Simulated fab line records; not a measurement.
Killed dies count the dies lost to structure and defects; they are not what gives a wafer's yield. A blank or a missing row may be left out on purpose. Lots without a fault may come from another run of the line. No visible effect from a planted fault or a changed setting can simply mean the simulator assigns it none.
fab line records :: flow n5_finfet
record
  lots=4
  wafers=12
  last_day=16
route steps=1938 shown HKMG_FIN@453 GATE_CUT@465 PASSIVATION@1936
lots that met no fault: from a run of the same line without faults
start_h: hours from the record's opening day to when the first of the lot's shown wafers began :: wait_h: hours from the lot's prior step to this one :: " the same as in the row above :: L1.1+2: one row covering several wafers at once :: - no value present, or no start provided :: * or withheld: withheld :: < > ~ a bound
route shown NAME@n: a module of which the file shows steps, and the number in the route of the first :: usual: mean and standard deviation over wafers with no fault :: same: alike in all rows :: chamber/n: place in a boat :: sites: per-site readings :: _std_site: the values' standard deviation :: _edge_site: outer sites' mean less inner sites' :: radius_mm: for every site, how far away it sits from the centre of the wafer :: mask NAME#n: copy n :: behind: the last tool/chamber to shape the wafer :: hold: cause of the lot's hold/its duration in hours/its outcome :: device: the transistor (n, p or np) that didn't switch :: end of line: the same wafers' tests at the end of the route :: a step given without rows: its recipe and nothing more :: killed: dies lost to structure and defects at the first sort, not the wafer's yield :: map: shows each die of a wafer: x if killed, . if not, _ if none is there
set.NAME: the setting that was run; set.NAME@STEP: the one run at that earlier step :: model.NAME: the simulator's own value behind a step, which no gauge read
lots at some steps of the route; a table a step, a row a wafer
services: the hour from which a tool's chamber was out of use, counted from the record's first day as start_h (under 0 if before that day), plus the number of hours and why
## steps
# step N5_HKMG_FIN_WET_ETCH_73
# recipe
  chemistry=SC1
  mix=1:2:40
  temp_c=50
  time_s=42.3
  target_depth_nm=1.3
  dry=ipa_marangoni
  rinse_time_s=30
  rinse_temp_c=23
# step N5_HKMG_FIN_ETCHBACK_68
# recipe
  chemistry=Cl2/Ar
  stop_on=HfO2
  target_depth_a=5
  pressure_mtorr=10
  icp_w=600
  bias_w=60
  Cl2_flow_sccm=40
  Ar_flow_sccm=60
# step N5_HKMG_FIN_STRIP_69
# recipe
  chemistry=N2/H2
  power_w=2500
  temp_c=300
  h2_frac=0.65
  time_s=360
  pressure_mtorr=withheld
  n2_flow_sccm=1750
  h2_flow_sccm=3250
# step N5_HKMG_FIN_ALD_21
# recipe
  material=TiN
  target_thk_a=15
  temp_c=400
  ald_precursor_family=TiCl4
  ald_co_reactant=NH3
  pulse_time_s=1
  purge_time_s=3
  co_reactant_purge_time_s=2
  co_reactant_pulse_time_s=2
  ald_cycles=68
  pressure_torr=3
# step N5_HKMG_FIN_ALD_72
# recipe
  material=W
  target_thk_a=20
  temp_c=300
  pressure_torr=7.5
  ald_precursor_family=WF6
  ald_co_reactant=B2H6
  pulse_time_s=1
  purge_time_s=2
  co_reactant_purge_time_s=2
  co_reactant_pulse_time_s=3
  ald_cycles=7
# step N5_HKMG_FIN_W_FILL_22
# recipe
  material=W
  target_thk_a=600
  temp_c=400
  pressure_torr=39.4
  time_s=18.2
# step N5_HKMG_FIN_PRECLEAN_83
# recipe
  chemistry=DIW
  time_s=57.5
  temp_c=23
# step N5_HKMG_FIN_SRD_84
# recipe
  dry_time_s=32
  dry=n2_spin
  spin_rpm=1500
# step N5_HKMG_FIN_CMP_23
# recipe
  stop_on=SiNx
  t_overpolish_s=10
  post_cmp_clean=rinse_only
  down_force_psi=4
  platen_rpm=50.289
  pad_velocity_m_s=1.0006
  target_thk_nm=46.326
# step N5_HKMG_FIN_CMP_94
# recipe
  stop_on=SiNx
  post_cmp_clean=w_dilute_nh4oh
  t_overpolish_s=4.7
  down_force_psi=4
  platen_rpm=50.289
  pad_velocity_m_s=1.0006
  target_thk_nm=43.299
# step N5_GATE_CUT_ETCHBACK_00
# recipe
  chemistry=SF6/Cl2
  target=W
  pressure_mtorr=8
  icp_w=900
  bias_w=80
  SF6_flow_sccm=40
  Cl2_flow_sccm=60
# usual
  drypump_motor_current_A=5.8/0.34
  oes_product_au=0.72/0.075
  rf_fwd_power_W=895.5/2.8
  throttle_valve_pct=27.6/0.31
lot.wafer: L783.2
tool: rie_metal-03
chamber: 1
start_h: 115.78
wait_h: 0.0
drypump_motor_current_A: 5.5
oes_product_au: 0.58
rf_fwd_power_W: 894.7
rf_hours_counter_h: 142
throttle_valve_pct: 27.2

lot.wafer: L783.5
tool: rie_metal-03
chamber: 0
start_h: 115.78
wait_h: 0.0
drypump_motor_current_A: 6.3
oes_product_au: 0.79
rf_fwd_power_W: 895.5
rf_hours_counter_h: -
throttle_valve_pct: 27.6

lot.wafer: L783.6
tool: rie_metal-03
chamber: 1
start_h: 115.78
wait_h: 0.0
drypump_motor_current_A: 5.4
oes_product_au: 0.59
rf_fwd_power_W: 897.4
rf_hours_counter_h: -
throttle_valve_pct: 27.2

lot.wafer: L784.3
tool: rie_metal-01
chamber: 0
start_h: 124.14
wait_h: 0.1
drypump_motor_current_A: 6.0
oes_product_au: 0.70
rf_fwd_power_W: 889.9
rf_hours_counter_h: -
throttle_valve_pct: 27.3

lot.wafer: L784.4
tool: rie_metal-01
chamber: 1
start_h: 124.14
wait_h: 0.1
drypump_motor_current_A: 5.5
oes_product_au: 0.78
rf_fwd_power_W: 898.1
rf_hours_counter_h: -
throttle_valve_pct: 28.1

lot.wafer: L784.6
tool: rie_metal-01
chamber: 1
start_h: 124.14
wait_h: 0.1
drypump_motor_current_A: 5.5
oes_product_au: 0.79
rf_fwd_power_W: 896.4
rf_hours_counter_h: -
throttle_valve_pct: 28.1

lot.wafer: L792.1
tool: rie_metal-01
chamber: 1
start_h: 170.34
wait_h: 0.0
drypump_motor_current_A: 5.5
oes_product_au: 0.78
rf_fwd_power_W: 897.2
rf_hours_counter_h: 36
throttle_valve_pct: 28.1

lot.wafer: L792.2
tool: rie_metal-01
chamber: 0
start_h: 170.34
wait_h: 0.0
drypump_motor_current_A: 6.0
oes_product_au: 0.70
rf_fwd_power_W: 892.6
rf_hours_counter_h: 70
throttle_valve_pct: 27.3

lot.wafer: L792.4
tool: rie_metal-01
chamber: 0
start_h: 170.34
wait_h: 0.0
drypump_motor_current_A: 5.9
oes_product_au: 0.69
rf_fwd_power_W: 901.2
rf_hours_counter_h: -
throttle_valve_pct: 27.3

lot.wafer: L793.3
tool: rie_metal-01
chamber: 0
start_h: 175.43
wait_h: 0.1
drypump_motor_current_A: 6.0
oes_product_au: 0.69
rf_fwd_power_W: 900.2
rf_hours_counter_h: -
throttle_valve_pct: 27.3

lot.wafer: L793.5
tool: rie_metal-01
chamber: 0
start_h: 175.43
wait_h: 0.1
drypump_motor_current_A: 5.9
oes_product_au: 0.69
rf_fwd_power_W: 900.6
rf_hours_counter_h: -
throttle_valve_pct: 27.3

lot.wafer: L793.6
tool: rie_metal-01
chamber: 1
start_h: 175.43
wait_h: 0.1
drypump_motor_current_A: 5.5
oes_product_au: 0.77
rf_fwd_power_W: 898.2
rf_hours_counter_h: -
throttle_valve_pct: 28.1
# step N5_GATE_CUT_ETCH_56
# recipe
  chemistry=Cl2/Ar
  target=TiN
  target_depth_a=216
  pressure_mtorr=10
  icp_w=600
  bias_w=60
  Cl2_flow_sccm=40
  Ar_flow_sccm=60
# step N5_GATE_CUT_ETCHBACK_30
# recipe
  chemistry=Cl2/Ar
  target=TiN
  target_depth_a=30
  mode=isotropic
  pressure_mtorr=10
  icp_w=600
  bias_w=60
  Cl2_flow_sccm=40
  Ar_flow_sccm=60
# step N5_GATE_CUT_VAPOR_ETCH_60
# recipe
  chemistry=BCl3/Cl2
  target=HfO2
  mode=isotropic
# step N5_GATE_CUT_ETCH_58
# recipe
  chemistry=CH3F/O2
  target=SiNx
  target_depth_a=170
  time_s=128.6
  ion_energy_ev=50
  pressure_mtorr=30
  source_w=415
  bias_w=21
  Ar_flow_sccm=150
  CH3F_flow_sccm=30
  O2_flow_sccm=20
# step N5_GATE_CUT_STRIP_59
# recipe
  chemistry=N2/H2
  time_s=20
  power_w=100
  temp_c=40
  pressure_mtorr=100
  rf_frequency_hz=6e+07
  bias_power_w=3
  n2_flow_sccm=300
  h2_flow_sccm=300
# step N5_GATE_CUT_PRECLEAN_31
# recipe
  temp_c=23
  chemistry=DIW
  time_s=300
# step N5_GATE_CUT_SRD_32
# recipe
  time_s=30
  temp_c=23
  rinse_liquid=diw
  dry=ipa_marangoni
# step N5_GATE_CUT_SAC_CAP_01
# recipe
  material=SiNx
  target_thk_a=240
  temp_c=400
  ald_precursor_family=SiH2I2
  ald_co_reactant=N2/H2-plasma
  pulse_time_s=1
  ald_cycles=480
  purge_time_s=2
  co_reactant_purge_time_s=2
  pressure_torr=2
# step N5_GATE_CUT_PECVD_57
# recipe
  material=SiNx
  target_thk_a=210
  temp_c=400
  precursor=SiH4/NH3/N2
  pressure_torr=1.5
  rf_w=300
# step N5_GATE_CUT_CMP_02
# recipe
  stop_on=SiO2
  t_overpolish_s=12.7
  post_cmp_clean=alkaline_brush
  down_force_psi=2.5
  platen_rpm=51.8
  pad_velocity_m_s=1.0307
  target_thk_nm=0
# step N5_GATE_CUT_HM_DEP_46
# recipe
  material=SiO2
  target_thk_a=1300
  temp_c=400
  precursor=TEOS/O2
  pressure_torr=6.5
  rf_w=900
  teos_flow_sccm=161.4
  gas=O2
  flow_sccm=2650
  time_s=26.6
# step N5_GATE_CUT_COAT_34
# recipe
  resist=SOC
  temp_c=250
  time_s=60
  spin_rpm=1500
  resist_thk_nm=60
# step N5_GATE_CUT_COAT_35
# recipe
  resist=SiARC
  temp_c=220
  time_s=60
  spin_rpm=1500
  resist_thk_nm=10
# step N5_GATE_CUT_COAT_27
# recipe
  resist=underlayer
  temp_c=205
  time_s=60
  spin_rpm=1500
  resist_thk_nm=10
# step N5_GATE_CUT_COAT_07
# recipe
  resist=CAR-EUV
  spin_rpm=1500
  resist_thk_nm=30
# step N5_GATE_CUT_EBR_09
# recipe
  solvent=PGMEA
  ebr_width_mm=1.5
# step N5_GATE_CUT_SOFTBAKE_08
# recipe
  temp_c=110
  time_s=60
  resist=CAR-EUV
# step N5_GATE_CUT_EXPOSE_10
# recipe
  mask_id=GATE_CUT
  na=0.33
  source_shape=annular
  sigma_inner=0.35
  sigma_outer=0.8
  polarization=unpolarized
  target_cd_nm=20
  dose_mj=43.25
# step N5_GATE_CUT_PEB_11
# recipe
  peb_temp_c=100
  peb_time_s=60
  resist=CAR-EUV
# step N5_GATE_CUT_DEVELOP_12
# recipe
  develop_time_s=30
  developer=TMAH
  resist=CAR-EUV
  rinse_liquid=surfactant_rinse
  dry=air_spin
  dev_temp_c=23
# step N5_GATE_CUT_DESCUM_18
# recipe
  chemistry=O2
  time_s=7
  source_power_w=50
  bias_power_w=20
  pressure_mtorr=20
  rf_frequency_hz=2.712e+07
  temp_c=40
  resist=CAR-EUV
  o2_flow_sccm=225
# step N5_GATE_CUT_ETCH_28
# recipe
  chemistry=N2/H2
  target=underlayer
  target_depth_a=130
  mask_material=CAR-EUV
  time_s=10.4
  ion_energy_ev=200
  pressure_mtorr=30
  source_w=840
  bias_w=150
  n2_flow_sccm=200
  h2_flow_sccm=200
  ends=cleared
# step N5_GATE_CUT_ETCH_36
# recipe
  chemistry=CF4
  target=SiARC
  target_depth_a=130
  mask_material=CAR-EUV
  time_s=21.7
  ion_energy_ev=80
  pressure_mtorr=40
  source_w=545
  bias_w=36
  Ar_flow_sccm=100
  cf4_flow_sccm=100
  ends=cleared
# step N5_GATE_CUT_ETCH_37
# recipe
  chemistry=N2/H2
  target=SOC
  target_depth_a=600
  overetch_a=120
  mask_material=SiARC
  temp_c=40
  time_s=90
  ion_energy_ev=200
  pressure_mtorr=30
  source_w=840
  bias_w=150
  n2_flow_sccm=200
  h2_flow_sccm=200
# step N5_GATE_CUT_STRIP_38
# recipe
  chemistry=N2/H2
  temp_c=40
  n2_flow_sccm=200
  h2_flow_sccm=200
  rf_frequency_hz=6e+07
# step N5_PASSIVATION_PROBE_49
# usual
  defect_limited_yield=90.9/1.3
  killed_at_M0_to_M3=35/10
  killed_at_M4_up=15/5.7
  killed_at_contacts=14/6.4
  killed_at_front_end=40/11
  killed_at_other=4/3.1
  killed_dies=108/16
  killed_on_rim=14/3.6
  killed_open=71/11
  killed_short=34/7.7
  sort_bin_5_function=5.4/0.9
  sort_bin_6_memory=3.4/0.61
  sort_n_pass=1072/16
  sort_yield_pct=90.9/1.3
# same
  gross_dies=1180
  killed_at_back_side=0
  sort_bin_4_leakage[%]=0
  sort_bin_8_speed[%]=0
lot.wafer: L784.3
tool: prober-01
chamber: -
start_h: 327.36
wait_h: 0.1
defect_limited_yield[%]: 88.1
killed_at_M0_to_M3: 61
killed_at_M4_up: 12
killed_at_contacts: 22
killed_at_front_end: 46
killed_at_other: 0
killed_dies: 141
killed_on_rim: 19
killed_open: 84
killed_short: 57
sort_bin_5_function[%]: 7.2
sort_bin_6_memory[%]: 4.4
sort_n_pass: 1039
sort_yield_pct[%]: 88.1

lot.wafer: L784.4
tool: prober-01
chamber: -
start_h: 327.41
wait_h: 0.2
defect_limited_yield[%]: 88.8
killed_at_M0_to_M3: 60
killed_at_M4_up: 15
killed_at_contacts: 10
killed_at_front_end: 44
killed_at_other: 3
killed_dies: 132
killed_on_rim: 10
killed_open: 103
killed_short: 25
sort_bin_5_function[%]: 6.9
sort_bin_6_memory[%]: 3.7
sort_n_pass: 1048
sort_yield_pct[%]: 88.8

lot.wafer: L784.6
tool: prober-01
chamber: -
start_h: 327.51
wait_h: 0.3
defect_limited_yield[%]: 89.4
killed_at_M0_to_M3: 58
killed_at_M4_up: 17
killed_at_contacts: 4
killed_at_front_end: 45
killed_at_other: 1
killed_dies: 125
killed_on_rim: 19
killed_open: 78
killed_short: 46
sort_bin_5_function[%]: 6.7
sort_bin_6_memory[%]: 3.6
sort_n_pass: 1055
sort_yield_pct[%]: 89.4

lot.wafer: L793.3
tool: prober-01
chamber: -
start_h: 369.69
wait_h: 0.1
defect_limited_yield[%]: 85.3
killed_at_M0_to_M3: 42
killed_at_M4_up: 11
killed_at_contacts: 4
killed_at_front_end: 115
killed_at_other: 2
killed_dies: 174
killed_on_rim: 28
killed_open: 61
killed_short: 29
sort_bin_5_function[%]: 9.4
sort_bin_6_memory[%]: 3.4
sort_n_pass: 1006
sort_yield_pct[%]: 85.3

lot.wafer: L793.5
tool: prober-01
chamber: -
start_h: 369.79
wait_h: 0.2
defect_limited_yield[%]: 83.8
killed_at_M0_to_M3: 41
killed_at_M4_up: 8
killed_at_contacts: 11
killed_at_front_end: 123
killed_at_other: 8
killed_dies: 191
killed_on_rim: 34
killed_open: 64
killed_short: 36
sort_bin_5_function[%]: 9.7
sort_bin_6_memory[%]: 3.6
sort_n_pass: 989
sort_yield_pct[%]: 83.8

lot.wafer: L793.6
tool: prober-01
chamber: -
start_h: 369.84
wait_h: 0.3
defect_limited_yield[%]: 80.7
killed_at_M0_to_M3: 29
killed_at_M4_up: 10
killed_at_contacts: 14
killed_at_front_end: 172
killed_at_other: 3
killed_dies: 228
killed_on_rim: 16
killed_open: 58
killed_short: 33
sort_bin_5_function[%]: 11.9
sort_bin_6_memory[%]: 4.3
sort_n_pass: 952
sort_yield_pct[%]: 80.7

lot.wafer: L792.1
tool: prober-01
chamber: -
start_h: 375.05
wait_h: 0.0
defect_limited_yield[%]: 82.9
killed_at_M0_to_M3: 38
killed_at_M4_up: 4
killed_at_contacts: 7
killed_at_front_end: 151
killed_at_other: 2
killed_dies: 202
killed_on_rim: 14
killed_open: 50
killed_short: 15
sort_bin_5_function[%]: 11.3
sort_bin_6_memory[%]: 3.0
sort_n_pass: 978
sort_yield_pct[%]: 82.9

lot.wafer: L792.2
tool: prober-01
chamber: -
start_h: 375.10
wait_h: 0.1
defect_limited_yield[%]: 85.2
killed_at_M0_to_M3: 33
killed_at_M4_up: 11
killed_at_contacts: 5
killed_at_front_end: 124
killed_at_other: 2
killed_dies: 175
killed_on_rim: 27
killed_open: 58
killed_short: 31
sort_bin_5_function[%]: 9.2
sort_bin_6_memory[%]: 3.6
sort_n_pass: 1005
sort_yield_pct[%]: 85.2

lot.wafer: L792.4
tool: prober-01
chamber: -
start_h: 375.20
wait_h: 0.2
defect_limited_yield[%]: 85.9
killed_at_M0_to_M3: 34
killed_at_M4_up: 8
killed_at_contacts: 10
killed_at_front_end: 113
killed_at_other: 1
killed_dies: 166
killed_on_rim: 25
killed_open: 59
killed_short: 23
sort_bin_5_function[%]: 7.5
sort_bin_6_memory[%]: 3.6
sort_n_pass: 1014
sort_yield_pct[%]: 85.9
# killed by level:class
L784.3 BEOL_M0_SAQP:geometric_particle:short=21 MOL_CONTACT_COAG:geometric_particle:open=17 BEOL_M0_SAQP:geometric_particle:open=14 BEOL_M2:geometric_particle:open=11 STI_FIN_REVEAL:geometric_particle:open=8 BEOL_M3:geometric_particle:open=8 FIN_SAQP:geometric_particle:open=6 FIN_SAQP:geometric_particle:short=6
L784.4 BEOL_M2:geometric_particle:open=17 BEOL_M0_SAQP:geometric_particle:open=15 STI_FIN_REVEAL:geometric_particle:open=13 BEOL_M3:geometric_particle:open=11 MOL_CONTACT_COAG:geometric_particle:open=10 BEOL_M4:geometric_particle:open=9 FIN_SAQP:geometric_particle:open=6 BEOL_M0_SAQP:geometric_particle:short=5
L784.6 BEOL_M0_SAQP:geometric_particle:open=18 BEOL_M0_SAQP:geometric_particle:short=13 BEOL_M2:geometric_particle:open=11 BEOL_M4:geometric_particle:open=10 FIN_SAQP:geometric_particle:open=8 BEOL_M3:geometric_particle:open=8 GATE_CUT:geometric_particle:short=8 STI_FIN_REVEAL:geometric_particle:open=4
L793.3 GATE_CUT:unspecified=84 BEOL_M2:geometric_particle:open=10 FIN_SAQP:geometric_particle:open=7 BEOL_M2:geometric_particle:short=7 BEOL_M4:geometric_particle:open=7 DUMMY_GATE:geometric_particle:open=6 BEOL_M0_SAQP:geometric_particle:open=6 BEOL_M1:geometric_particle:open=5
L793.5 GATE_CUT:unspecified=88 BEOL_M2:geometric_particle:open=10 MOL_CONTACT_COAG:geometric_particle:open=9 GATE_CUT:geometric_particle:short=7 FIN_SAQP:geometric_particle:open=6 BEOL_M0_SAQP:geometric_particle:short=6 BEOL_M0_SAQP:geometric_particle:open=5 STI_FIN_REVEAL:geometric_particle:open=5
L793.6 GATE_CUT:unspecified=134 MOL_CONTACT_COAG:geometric_particle:open=9 FIN_SAQP:geometric_particle:open=8 GATE_CUT:geometric_particle:open=7 BEOL_M2:geometric_particle:open=7 GATE_CUT:geometric_particle:short=6 BEOL_M3:geometric_particle:open=6 FIN_SAQP:geometric_particle:short=5
L792.1 GATE_CUT:unspecified=135 BEOL_M3:geometric_particle:open=14 BEOL_M2:geometric_particle:open=8 BEOL_M1:geometric_particle:open=7 MOL_CONTACT_COAG:geometric_particle:open=5 STARTING-WAFER:geometric_particle:open=3 FIN_SAQP:geometric_particle:short=2 BEOL_M0_SAQP:geometric_particle:short=2
L792.2 GATE_CUT:unspecified=84 DUMMY_GATE:geometric_particle:open=8 BEOL_M3:geometric_particle:open=8 STI_FIN_REVEAL:geometric_particle:open=7 BEOL_M0_SAQP:geometric_particle:short=7 BEOL_M0_SAQP:geometric_particle:open=6 FIN_SAQP:geometric_particle:open=5 MOL_CONTACT_COAG:geometric_particle:open=5
L792.4 GATE_CUT:unspecified=83 BEOL_M3:geometric_particle:open=10 DUMMY_GATE:geometric_particle:open=9 MOL_CONTACT_COAG:geometric_particle:open=7 BEOL_M1:geometric_particle:open=7 BEOL_M0_SAQP:geometric_particle:open=6 FIN_SAQP:geometric_particle:open=4 FIN_SAQP:geometric_particle:short=4
# map L792.1 (x killed, . not)
_________________......x.x...________________
______________.....x............_____________
___________....................x...__________
__________x........................._________
________.......................x....x._______
_______........x.........xx............______
______...............x..x..............._____
_____............................x.x.....____
____......................................___
___.x..............x..........x........x...__
___.............x.....x...x................__
__...........x..................x..........._
__......x................x.......x.........._
_...........................x.......x........
_x...........................................
_....x.................x...x.................
_.....x...x..........x.x.x..x.x.x............
_..........x..xx..x......xxx.xxxx............
_x............x.........xxxx.xxxxx...........
_................x.....xxxxxxxxxxxx..........
_x...................x.xxxxxxxxxxx.....x.....
__.......x............xxxxxxxxxxxxxxx......._
__x..................xxxxxxxxxxxxxx.x......._
___...........xx.....x.xxxxxxxxxxxxx.......__
___...xx.............xxxxxxxxxxxxxx.x......__
____.......x............xxxxxxxxxxxx......___
_____......x.........xx.xxxxxxxxx.x......____
______..................x.xx.x.x.x....x._____
_______...................x..x.........______
________........xxxx............x..x.._______
__________.....x...x..x...x........._________
___________x.......x...............__________
______________................x._____________
_________________............________________
# map L793.6 (x killed, . not)
_________________...........x________________
______________x..x.....x.x......_____________
___________........x.x....x........__________
__________.x.......................x_________
________..........x.........x........x_______
_______..........x..x..x.......x.......______
______..................x.....x........._____
_____...x..............xx................____
____.......................x..............___
___.x..x..............................x....__
___..............x............x............__
__.....x.x............x................x...._
__x..............x.......x.x..............x._
_...x......x................x.....x..........
_.........x...x.x...........x................
_...........x..........x.....x.x.......x.....
_x.xx..x.......x............x.x.x............
_.......x...............xx.xxxx..............
_...x............x.....x.x.xxxx.xx...........
_.x...x..x............xxxxxxxxxxxxx..........
_...x.................xxxxxxxxxxxxx..x.x.....
__x................x.xxxxxxxxxxxxxx........._
__......x......x....xxxxxxxxxxxxxx.........._
___.x.......x........xxxxxxxxxxxxxx........__
___.................x.xxxxxxxxxxxxxxx......__
____.........x..x...x.xxxxxxxxxxxx.x..x...___
_____..............x..x.xxx.xxxxx.x......____
______..........x........x.xxxxxx......._____
_______.......x.....x.....xx.x........x______
________....................x....x...._______
__________x....x................xx.._________
___________.xx......xxx....x......x__________
______________............x....x_____________
_________________............________________
## services
tool: rie_metal-03
chamber: 1
start_h: 139.03
hours: -
kind: clean

tool: rie_metal-03
chamber: 1
start_h: 139.03
hours: 20.9
kind: scheduled_down

tool: rie_metal-03
chamber: 1
start_h: 139.03
hours: 20.9
kind: vent_cycle
## key
first_sign
  step=N5_PASSIVATION_PROBE_49
  reading=killed_at_front_end
  direction=up
  sigmas=8.2
  usual=40
  struck=133
effect
  step=N5_PASSIVATION_PROBE_49
  reading=defect_limited_yield
  direction=down
  sigmas=5.2
  usual=90.9
  struck=84.0
more_kills_born_at
  N5_GATE_CUT_ETCHBACK_00@rie_metal-01=608
met_at N5_GATE_CUT_ETCHBACK_00
struck_wafers L792.1,L792.2,L792.4,L793.3,L793.5,L793.6
onset_between 124.14 170.34
also_fits time
fault
  kind=chamber_particle_source
  tool=rie_metal-01
  chamber=-
  onset_h=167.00
  steps=N5_GATE_CUT_ETCHBACK_00
  rate_per_visit_cm2=1.0525
  end_h=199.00
